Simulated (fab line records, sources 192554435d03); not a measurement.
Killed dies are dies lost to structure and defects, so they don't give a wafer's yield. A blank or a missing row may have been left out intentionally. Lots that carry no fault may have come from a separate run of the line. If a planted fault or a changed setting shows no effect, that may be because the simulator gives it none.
fab line records	flow n5-finfet	part 1 of 2: steps 1 to 26 of 31
record lots=5	wafers=15	last-day=18
route steps=1938 shown SDB@375 DUMMY_REMOVAL@377 HKMG_FIN@385
lots with no fault: from the same line, run without faults
start-h: hours from the record's first day to the start of the lot's first wafer shown	wait-h: hours since the lot's step before	" same as the row above	L1.1+2: a row that stands for several wafers	- no value, or no start was given	* or withheld: withheld	< > ~ a bound
route shown NAME@n: a module of which the file shows steps, and the number in the route of the first	usual: the fault-free wafers' mean and standard deviation	same: alike in all rows	chamber/n: place in a boat	sites: readings site by site	_std_site: how widely they spread, as a standard deviation	_edge_site: mean of outer sites minus mean of inner sites	radius-mm: for every site, how far away it sits from the centre of the wafer	mask NAME#n: copy n	behind: the tool/chamber that last shaped the wafer	hold: why the lot was held/for how many hours/how that ended	device: transistor that didn't switch, given as n, p or np	end of line: the same wafers' tests at the end of the route	a step with no rows: only its recipe	killed: count of dies lost to structure and defects at first sort (not the wafer's yield)	map: shows each die of a wafer: x if killed, . if not, _ if none is there
set.NAME: the run value of the setting; set.NAME@STEP: its run value at that earlier step	model.NAME: the simulator's own value behind a step, which no gauge read
lots seen at some steps along the route; tables by step, rows by wafer
services: a tool's chamber out of use, with start hour (start-h, from the record's first day; less than 0 if before it), hours out, and reason
## steps
# step N5_SDB_THK_MEAS_31
# recipe reads=a-Si_of_DUMMY_GATE_CVD_03
# usual SDB_THK=63.9/1.4
lot.wafer	tool	chamber	start-h	wait-h	SDB_THK[nm]
L082.1	film-metro-02	-	125.09	-	64.7
L082.3	"	-	"	"	65.4
L082.5	"	-	"	"	65.2
L091.1	film-metro-01	-	171.85	-	61.5
L091.3	"	-	"	"	62.6
L091.5	"	-	"	"	65.7
L092.1	film-metro-02	-	178.77	-	65.0
L092.3	"	-	"	"	65.8
L092.4	"	-	"	"	66.2
L093.1	film-metro-02	-	185.53	-	65.6
L093.2	"	-	"	"	65.9
L093.6	"	-	"	"	64.6
L097.2	film-metro-02	-	211.30	-	65.6
L097.3	"	-	"	"	65.1
L097.6	"	-	"	"	65.0
# step N5_SDB_INSPECT_36
# recipe inspect-instrument=darkfield	mode=post-cmp
# usual raw-defect-count=39/15
lot.wafer	tool	chamber	start-h	wait-h	raw-defect-count
L082.1	defect-inspect-01	-	125.11	0.0	33
L082.3	"	-	"	"	26
L082.5	"	-	"	"	25
L091.1	defect-inspect-01	-	171.88	0.0	33
L091.3	"	-	"	"	42
L091.5	"	-	"	"	23
L092.1	defect-inspect-01	-	178.80	0.0	15
L092.3	"	-	"	"	27
L092.4	"	-	"	"	35
L093.1	defect-inspect-01	-	185.56	0.0	33
L093.2	"	-	"	"	38
L093.6	"	-	"	"	38
L097.2	defect-inspect-02	-	211.32	0.0	36
L097.3	"	-	"	"	53
L097.6	"	-	"	"	55
# step N5_DUMMY_REMOVAL_HM_STRIP_01
# recipe chemistry=CH3F/O2	material=SiNx	target-depth-a=40	stop-on=poly-Si	time-s=6.8	over-etch-frac=0.3	ion-energy-ev=60	power-w=410	bias-w=29	Ar_flow_sccm=150	CH3F_flow_sccm=30	O2_flow_sccm=20
# usual bias-w=29.01/0.094	drypump-motor-current-A=5.6/0.48	mfc-ar-sccm=150.0/0.5	oes-product-au=0.62/0.056	rf-vpp-V=127.2/0.98	showerhead-plenum-p-Torr=1.98/0.058	throttle-valve-pct=16.5/0.3
lot.wafer	tool	chamber	start-h	wait-h	bias-w	drypump-motor-current-A	mfc-ar-sccm	oes-product-au	rf-hours-counter-h	rf-vpp-V	showerhead-plenum-p-Torr	throttle-valve-pct
L082.1	rie-diel-04	2	125.15	0.0	29.13	6.1	149.6	0.57	207	127.8	2.07	16.7
L082.3	"	3	"	"	29.02	5.3	149.4	0.59	193	127.5	2.09	16.3
L082.5	"	1	"	"	28.94	6.5	148.6	0.65	-	127.7	2.00	15.9
L091.1	rie-diel-02	2	172.01	0.1	29.21	5.8	150.4	0.56	223	127.2	1.96	16.1
L091.3	"	1	"	"	29.17	5.9	150.1	0.68	67	128.2	1.94	16.0
L091.5	"	0	"	"	28.95	6.0	149.2	0.60	-	128.2	1.99	16.7
L092.1	rie-diel-02	3	178.86	0.1	28.94	5.1	149.5	0.62	134	125.3	1.94	16.8
L092.3	"	2	"	"	29.03	5.8	149.8	0.55	226	127.7	1.96	16.1
L092.4	"	2	"	"	28.95	5.8	150.2	0.56	-	126.8	1.96	16.1
L093.1	rie-diel-02	0	185.59	0.0	28.96	6.0	149.1	0.61	176	126.4	1.99	16.7
L093.2	"	2	"	"	28.90	5.8	150.4	0.55	228	126.8	1.96	16.1
L093.6	"	0	"	"	28.85	6.0	149.9	0.61	-	126.4	1.99	16.7
L097.2	rie-diel-04	2	211.35	0.0	28.91	6.1	150.0	0.55	231	126.9	2.06	16.8
L097.3	"	1	"	"	29.06	6.5	150.8	0.63	118	126.3	1.99	16.0
L097.6	"	2	"	"	28.92	6.1	150.6	0.56	-	128.7	2.06	16.8
# step N5_DUMMY_REMOVAL_STRIP_10
# recipe chemistry=N2/H2	time-s=40	power-w=100	temp-c=40	pressure-mtorr=100	rf-frequency-hz=6e+07	bias-power-w=3	n2-flow-sccm=300	h2-flow-sccm=300
# usual bias-power-w=3.000/0.0088	drypump-motor-current-A=5.6/0.48	oes-product-au=0.76/0.077	rf-vpp-V=45.3/0.82	showerhead-plenum-p-Torr=3.35/0.098	throttle-valve-pct=12.35/0.28
lot.wafer	tool	chamber	start-h	wait-h	bias-power-w	drypump-motor-current-A	oes-product-au	rf-hours-counter-h	rf-vpp-V	showerhead-plenum-p-Torr	throttle-valve-pct
L082.1	rie-diel-04	2	125.18	0.0	2.995	6.1	0.70	207	45.8	3.51	12.70
L082.3	"	3	"	"	2.995	5.3	0.72	193	45.9	3.52	12.32
L082.5	"	1	"	"	2.985	6.5	0.81	-	45.4	3.40	11.92
L091.1	rie-diel-02	2	172.05	0.0	3.004	5.8	0.67	223	44.2	3.36	12.23
L091.3	"	1	"	"	3.003	5.9	0.84	67	46.4	3.27	11.81
L091.5	"	0	"	"	2.995	6.0	0.76	-	43.5	3.33	12.50
L092.1	rie-diel-02	3	178.89	0.0	2.996	5.1	0.76	134	45.0	3.24	12.47
L092.3	"	2	"	"	3.004	5.8	0.66	226	45.6	3.36	12.24
L092.4	"	2	"	"	2.992	5.7	0.66	-	45.2	3.36	12.26
L093.1	rie-diel-02	0	185.62	0.0	3.012	6.0	0.76	176	46.5	3.33	12.51
L093.2	"	2	"	"	2.988	5.8	0.66	228	44.9	3.36	12.25
L093.6	"	0	"	"	3.015	6.0	0.75	-	46.1	3.33	12.52
L097.2	rie-diel-04	2	211.39	0.0	3.006	6.2	0.68	231	46.2	3.50	12.78
L097.3	"	1	"	"	2.988	6.5	0.77	118	44.2	3.39	11.98
L097.6	"	2	"	"	2.991	6.1	0.68	-	45.7	3.50	12.77
# step N5_DUMMY_REMOVAL_PRECLEAN_07
# recipe chemistry=dHF	time-s=30	temp-c=25	dilution=withheld
lot.wafer	tool	chamber	start-h	wait-h
L082.1+3+5	wet-bench-04	4,5,6	125.28	0.1
L091.1+3+5	wet-bench-06	6,3,2	172.14	0.1
L092.1+3+4	wet-bench-02	0,7,4	178.99	0.1
L093.1+2+6	wet-bench-04	1,0,7	185.72	0.1
L097.2+3+6	wet-bench-06	1,0,4	211.48	0.1
# step N5_DUMMY_REMOVAL_DUMMY_REMOVE_02
# recipe chemistry=TMAH	temp-c=70	target=poly-Si	stop-on=SiO2	target-depth-nm=142	conc-wt-pct=5	time-s=57	dry=ipa-marangoni	rinse-time-s=30	rinse-temp-c=23
lot.wafer	tool	chamber	start-h	wait-h
L082.1+3+5	wet-bench-04	4,5,6	125.29	0.0
L091.1+3+5	wet-bench-06	6,3,2	172.15	0.0
L092.1+3+4	wet-bench-02	0,7,4	179.00	0.0
L093.1+2+6	wet-bench-04	1,0,7	185.73	0.0
L097.2+3+6	wet-bench-06	1,0,4	211.49	0.0
# step N5_DUMMY_REMOVAL_INSPECT_06
# recipe inspect-instrument=brightfield	mode=aei
# usual raw-defect-count=12/5.3
lot.wafer	tool	chamber	start-h	wait-h	raw-defect-count
L082.1	defect-inspect-01	-	125.34	0.0	9
L082.3	"	-	"	"	9
L082.5	"	-	"	"	14
L091.1	defect-inspect-01	-	172.21	0.0	6
L091.3	"	-	"	"	8
L091.5	"	-	"	"	6
L092.1	defect-inspect-02	-	179.06	0.0	14
L092.3	"	-	"	"	6
L092.4	"	-	"	"	6
L093.1	defect-inspect-01	-	185.79	0.0	11
L093.2	"	-	"	"	6
L093.6	"	-	"	"	1
L097.2	defect-inspect-02	-	211.55	0.0	7
L097.3	"	-	"	"	14
L097.6	"	-	"	"	13
# step N5_DUMMY_REMOVAL_PRECLEAN_08
# recipe chemistry=NF3:NH3	afs-cycles=2	temp-c=30	time-s=20	sublimation-temp-c=180	sublimation-time-s=60	pressure-torr=3	rf-power-w=30
# usual pressure-torr=3.000/0.0067
lot.wafer	tool	chamber	start-h	wait-h	pressure-torr
L082.1	remote-plasma-02	1	125.38	0.0	2.990
L082.3	"	1	"	"	2.998
L082.5	"	1	"	"	2.988
L091.1	remote-plasma-01	1	172.24	0.0	3.010
L091.3	"	1	"	"	3.005
L091.5	"	1	"	"	3.011
L092.1	remote-plasma-01	0	179.09	0.0	2.991
L092.3	"	0	"	"	3.002
L092.4	"	0	"	"	2.985
L093.1	remote-plasma-01	0	185.82	0.0	2.986
L093.2	"	0	"	"	3.005
L093.6	"	0	"	"	3.001
L097.2	remote-plasma-01	1	211.73	0.2	3.003
L097.3	"	1	"	"	3.001
L097.6	"	1	"	"	2.999
# step N5_DUMMY_REMOVAL_PRECLEAN_04
# recipe chemistry=DHF	time-s=37	temp-c=25	dilution=500:1
lot.wafer	tool	chamber	start-h	wait-h
L082.1+3+5	wet-bench-06	6,2,5	125.59	0.2
L091.1+3+5	wet-bench-06	5,3,2	172.45	0.2
L092.1+3+4	wet-bench-06	0,6,7	179.30	0.2
L093.1+2+6	wet-bench-06	0,6,5	186.03	0.2
L097.2+3+6	wet-bench-02	3,0,1	211.91	0.2
# step N5_DUMMY_REMOVAL_SRD_05
# recipe dry=ipa-marangoni	do-ppb=5	time-s=30	temp-c=23	rinse-liquid=diw
lot.wafer	tool	chamber	start-h	wait-h
L082.1+3+5	wet-bench-06	6,2,5	125.60	0.0
L091.1+3+5	wet-bench-06	5,3,2	172.47	0.0
L092.1+3+4	wet-bench-06	0,6,7	179.32	0.0
L093.1+2+6	wet-bench-06	0,6,5	186.05	0.0
L097.2+3+6	wet-bench-02	3,0,1	211.92	0.0
# step N5_HKMG_FIN_IL_REGROW_00
# recipe material=SiO2	target-thk-a=7.5	chemistry=O3	temp-c=withheld	time-s=30
lot.wafer	tool	chamber	start-h	wait-h	since-wet-clean-h
L082.1	ald-hk-02	0	125.65	0.0	1902
L082.3	"	3	"	"	1902
L082.5	"	0	"	"	-
L091.1	ald-hk-01	1	172.52	0.0	1053
L091.3	"	0	"	"	1053
L091.5	"	3	"	"	-
L092.1	ald-hk-01	3	179.36	0.0	1059
L092.3	"	2	"	"	1059
L092.4	"	1	"	"	1059
L093.1	ald-hk-02	1	186.09	0.0	1962
L093.2	"	0	"	"	1962
L093.6	"	1	"	"	-
L097.2	ald-hk-01	1	211.97	0.0	1092
L097.3	"	2	"	"	1092
L097.6	"	1	"	"	-
# step N5_HKMG_FIN_HK_ALD_01
# recipe material=HfO2	target-thk-a=16	temp-c=withheld	ald-precursor-family=HfCl4	ald-co-reactant=H2O	pulse-time-s=3	purge-time-s=3	co-reactant-purge-time-s=2.5	co-reactant-pulse-time-s=0.3	ald-cycles=30
# usual precursor-pulse-height-rel=0.998/0.018
lot.wafer	tool	chamber	start-h	wait-h	precursor-pulse-height-rel	since-wet-clean-h
L082.1	ald-hk-02	0	125.70	0.0	1.005	1902
L082.3	"	3	"	"	1.022	1902
L082.5	"	0	"	"	0.994	-
L091.1	ald-hk-01	1	172.57	0.0	0.993	1053
L091.3	"	0	"	"	1.011	1053
L091.5	"	3	"	"	0.992	-
L092.1	ald-hk-01	3	179.41	0.0	0.989	1059
L092.3	"	2	"	"	1.000	1059
L092.4	"	1	"	"	0.986	1059
L093.1	ald-hk-02	1	186.14	0.0	1.006	1962
L093.2	"	0	"	"	1.019	1962
L093.6	"	1	"	"	0.970	-
L097.2	ald-hk-01	1	212.02	0.0	1.023	1092
L097.3	"	2	"	"	0.986	1092
L097.6	"	1	"	"	0.984	-
# step N5_HKMG_FIN_HK_ANNEAL_02
# recipe temp-c=700	time-s=30	ambient=N2	idle-temp-c=600	ramp-up-c-per-s=150	ramp-down-c-per-s=60	cool-to-c=600
# usual lamp-power-pct=8.79/0.055	wafer_temp_C_max=702.9/0.81
lot.wafer	tool	chamber	start-h	wait-h	lamp-power-pct	wafer_temp_C_max
L082.1	rtp-anneal-02	0	126.09	0.3	8.70	703.5
L082.3	"	0	"	"	8.78	702.5
L082.5	"	0	"	"	8.81	701.9
L091.1	rtp-anneal-02	0	172.80	0.2	8.80	702.1
L091.3	"	0	"	"	8.87	703.6
L091.5	"	0	"	"	8.85	705.7
L092.1	rtp-anneal-01	0	179.60	0.1	8.71	703.7
L092.3	"	0	"	"	8.86	703.6
L092.4	"	0	"	"	8.78	702.4
L093.1	rtp-anneal-02	0	186.33	0.1	8.80	702.4
L093.2	"	0	"	"	8.74	702.2
L093.6	"	0	"	"	8.69	703.3
L097.2	rtp-anneal-02	0	212.23	0.1	8.82	702.8
L097.3	"	0	"	"	8.78	703.0
L097.6	"	0	"	"	8.87	702.0
# step N5_HKMG_FIN_ALD_74
# recipe material=La2O3	target-thk-a=5	temp-c=250	ald-precursor-family=La-Cp	ald-co-reactant=O3	pulse-time-s=6	co-reactant-pulse-time-s=1	purge-time-s=3	co-reactant-purge-time-s=3
# usual heater-power-w=335/40	precursor-pulse-height-rel=1.001/0.021
lot.wafer	tool	chamber	start-h	wait-h	heater-power-w	precursor-pulse-height-rel	since-wet-clean-h
L082.1	ald-hk-01	3	126.30	0.2	310	1.012	1006
L082.3	"	0	"	"	293	0.954	1006
L082.5	"	1	"	"	352	0.967	-
L091.1	ald-hk-03	1	173.02	0.2	308	0.987	143
L091.3	"	2	"	"	374	1.017	143
L091.5	"	0	"	"	291	1.024	-
L092.1	ald-hk-02	0	179.83	0.2	356	0.966	1956
L092.3	"	1	"	"	403	0.975	1956
L092.4	"	3	"	"	294	1.011	1956
L093.1	ald-hk-03	1	186.56	0.2	308	1.006	157
L093.2	"	2	"	"	375	1.006	157
L093.6	"	1	"	"	309	0.974	-
L097.2	ald-hk-02	0	212.42	0.2	346	0.994	1988
L097.3	"	2	"	"	377	1.017	1988
L097.6	"	3	"	"	297	0.985	-
# step N5_HKMG_FIN_ALD_75
# recipe material=Al2O3	target-thk-a=10	temp-c=150	ald-precursor-family=TMA	ald-co-reactant=H2O	pulse-time-s=withheld	co-reactant-pulse-time-s=1
# usual heater-power-w=145/17	precursor-pulse-height-rel=1.000/0.021
lot.wafer	tool	chamber	start-h	wait-h	heater-power-w	precursor-pulse-height-rel
L082.1	ald-hk-01	3	126.38	0.0	136	1.033
L082.3	"	0	"	"	122	1.038
L082.5	"	1	"	"	155	1.021
L091.1	ald-hk-03	1	173.09	0.0	132	0.978
L091.3	"	2	"	"	160	1.022
L091.5	"	0	"	"	120	1.002
L092.1	ald-hk-02	0	179.90	0.0	146	0.992
L092.3	"	1	"	"	175	0.974
L092.4	"	3	"	"	132	1.004
L093.1	ald-hk-03	1	186.63	0.0	134	1.010
L093.2	"	2	"	"	163	1.013
L093.6	"	1	"	"	135	1.022
L097.2	ald-hk-02	0	212.49	0.0	152	1.017
L097.3	"	2	"	"	162	0.947
L097.6	"	3	"	"	130	1.000
# step N5_HKMG_FIN_COAT_41
# recipe resist=SOC	temp-c=250	time-s=60	spin-rpm=1500	resist-thk-nm=300
# usual heater-power-total-W=500.4/1.8
lot.wafer	tool	chamber	start-h	wait-h	heater-power-total-W
L082.1	litho-track-05	0	126.48	-	502.9
L082.3	"	0	"	"	498.7
L082.5	"	0	"	"	502.0
L091.1	litho-track-02	0	173.19	-	497.9
L091.3	"	0	"	"	499.2
L091.5	"	0	"	"	498.0
L092.1	litho-track-02	0	180.00	-	500.9
L092.3	"	0	"	"	500.2
L092.4	"	0	"	"	503.0
L093.1	litho-track-02	0	186.73	-	501.9
L093.2	"	0	"	"	502.3
L093.6	"	0	"	"	498.0
L097.2	litho-track-02	0	212.59	-	503.0
L097.3	"	0	"	"	501.5
L097.6	"	0	"	"	498.4
# step N5_HKMG_FIN_COAT_42
# recipe resist=SiARC	temp-c=220	time-s=60	spin-rpm=1500	resist-thk-nm=35
# usual heater-power-total-W=427.6/2.1
lot.wafer	tool	chamber	start-h	wait-h	heater-power-total-W
L082.1	litho-track-05	0	-	-	429.4
L082.3	"	0	"	"	429.5
L082.5	"	0	"	"	429.8
L091.1	litho-track-02	0	-	-	427.6
L091.3	"	0	"	"	428.7
L091.5	"	0	"	"	430.1
L092.1	litho-track-02	0	-	-	430.3
L092.3	"	0	"	"	424.6
L092.4	"	0	"	"	430.1
L093.1	litho-track-02	0	-	-	426.4
L093.2	"	0	"	"	427.4
L093.6	"	0	"	"	425.2
L097.2	litho-track-02	0	-	-	430.3
L097.3	"	0	"	"	429.6
L097.6	"	0	"	"	428.8
# step N5_HKMG_FIN_COAT_43
# recipe resist=CAR-ArF	spin-rpm=1500	resist-thk-nm=90
lot.wafer	tool	chamber	start-h	wait-h
L082.1+3+5	litho-track-05	0	-	-
L091.1+3+5	litho-track-02	0	-	-
L092.1+3+4	litho-track-02	0	-	-
L093.1+2+6	litho-track-02	0	-	-
L097.2+3+6	litho-track-02	0	-	-
# step N5_HKMG_FIN_EBR_45
# recipe solvent=PGMEA	ebr-width-mm=1.5
lot.wafer	tool	chamber	start-h	wait-h
L082.1+3+5	litho-track-05	0	-	-
L091.1+3+5	litho-track-02	0	-	-
L092.1+3+4	litho-track-02	0	-	-
L093.1+2+6	litho-track-02	0	-	-
L097.2+3+6	litho-track-02	0	-	-
# step N5_HKMG_FIN_SOFTBAKE_44
# recipe temp-c=110	time-s=60	resist=CAR-ArF
# usual heater-power-total-W=175.3/1.7
lot.wafer	tool	chamber	start-h	wait-h	heater-power-total-W
L082.1	litho-track-05	0	-	-	177.4
L082.3	"	0	"	"	175.2
L082.5	"	0	"	"	173.4
L091.1	litho-track-02	0	-	-	176.0
L091.3	"	0	"	"	176.6
L091.5	"	0	"	"	173.0
L092.1	litho-track-02	0	-	-	177.6
L092.3	"	0	"	"	173.6
L092.4	"	0	"	"	177.3
L093.1	litho-track-02	0	-	-	177.0
L093.2	"	0	"	"	176.6
L093.6	"	0	"	"	176.9
L097.2	litho-track-02	0	-	-	175.3
L097.3	"	0	"	"	174.8
L097.6	"	0	"	"	177.0
# step N5_HKMG_FIN_EXPOSE_46
# recipe mask-id=NDIPOLE	na=1.35	source-shape=conventional	sigma-outer=0.8	polarization=unpolarized	dose-mj=40
# same na=1.35
lot.wafer	tool	chamber	start-h	wait-h	mask
L082.1+3+5	arfi-scanner-02	0	126.59	-	NDIPOLE#0
L091.1+3+5	arfi-scanner-03	0	173.43	-	NDIPOLE#0
L092.1+3+4	arfi-scanner-02	0	180.25	-	NDIPOLE#0
L093.1+2+6	arfi-scanner-02	0	186.85	-	NDIPOLE#0
L097.2+3+6	arfi-scanner-01	0	212.72	-	NDIPOLE#0
# step N5_HKMG_FIN_PEB_47
# recipe peb-temp-c=withheld	peb-time-s=60	resist=CAR-ArF
lot.wafer	tool	chamber	start-h	wait-h
L082.1+3+5	litho-track-05	0	126.65	0.1
L091.1+3+5	litho-track-05	0	173.49	0.1
L092.1+3+4	litho-track-04	0	180.31	0.1
L093.1+2+6	litho-track-04	0	186.91	0.1
L097.2+3+6	litho-track-02	0	212.77	0.0
# step N5_HKMG_FIN_DEVELOP_48
# recipe develop-time-s=30	developer=TMAH	resist=CAR-ArF	rinse-liquid=diw	dry=air-spin	dev-temp-c=23
lot.wafer	tool	chamber	start-h	wait-h
L082.1+3+5	litho-track-05	0	-	-
L091.1+3+5	litho-track-05	0	-	-
L092.1+3+4	litho-track-04	0	-	-
L093.1+2+6	litho-track-04	0	-	-
L097.2+3+6	litho-track-02	0	-	-
# step N5_HKMG_FIN_CD_MEAS_49
# recipe target-cd-nm=202	landing-energy-ev=500	detector=se-inlens	polarity=opening
# usual cd-nm=201.6/0.85
lot.wafer	tool	chamber	start-h	wait-h	cd-nm
L082.1	cd-sem-02	0	126.72	-	201.3
L082.3	"	0	"	"	200.2
L082.5	"	0	"	"	201.4
L091.1	cd-sem-01	0	173.56	-	200.5
L091.3	"	0	"	"	201.6
L091.5	"	0	"	"	200.7
L092.1	cd-sem-02	0	180.37	-	202.1
L092.3	"	0	"	"	202.0
L092.4	"	0	"	"	201.5
L093.1	cd-sem-03	0	186.97	-	201.7
L093.2	"	0	"	"	201.7
L093.6	"	0	"	"	201.7
L097.2	cd-sem-01	0	212.84	-	202.3
L097.3	"	0	"	"	201.1
L097.6	"	0	"	"	202.4
# step N5_HKMG_FIN_OVL_MEAS_50
# recipe points-per-wafer=44
# usual NDIPOLE_OVL=-0.1/0.71
lot.wafer	tool	chamber	start-h	wait-h	NDIPOLE_OVL[nm]
L082.1	overlay-02	0	126.75	0.0	-0.5
L082.3	"	0	"	"	0.7
L082.5	"	0	"	"	0.6
L091.1	overlay-01	0	173.59	0.0	-0.6
L091.3	"	0	"	"	-0.8
L091.5	"	0	"	"	-0.1
L092.1	overlay-02	0	180.40	0.0	0.2
L092.3	"	0	"	"	-0.3
L092.4	"	0	"	"	0.1
L093.1	overlay-01	0	187.00	0.0	0.3
L093.2	"	0	"	"	0.4
L093.6	"	0	"	"	-0.5
L097.2	overlay-02	0	212.86	0.0	-0.4
L097.3	"	0	"	"	1.9
L097.6	"	0	"	"	0.9
# step N5_HKMG_FIN_INSPECT_61
# recipe mode=adi	inspect-instrument=macro
# usual raw-defect-count=2.1/1.4
lot.wafer	tool	chamber	start-h	wait-h	raw-defect-count
L082.1	defect-inspect-01	-	126.77	0.0	4
L082.3	"	-	"	"	1
L082.5	"	-	"	"	4
L091.1	defect-inspect-02	-	173.61	0.0	0
L091.3	"	-	"	"	1
L091.5	"	-	"	"	0
L092.1	defect-inspect-01	-	180.43	0.0	2
L092.3	"	-	"	"	0
L092.4	"	-	"	"	4
L093.1	defect-inspect-02	-	187.03	0.0	3
L093.2	"	-	"	"	2
L093.6	"	-	"	"	1
L097.2	defect-inspect-01	-	212.89	0.0	2
L097.3	"	-	"	"	2
L097.6	"	-	"	"	2
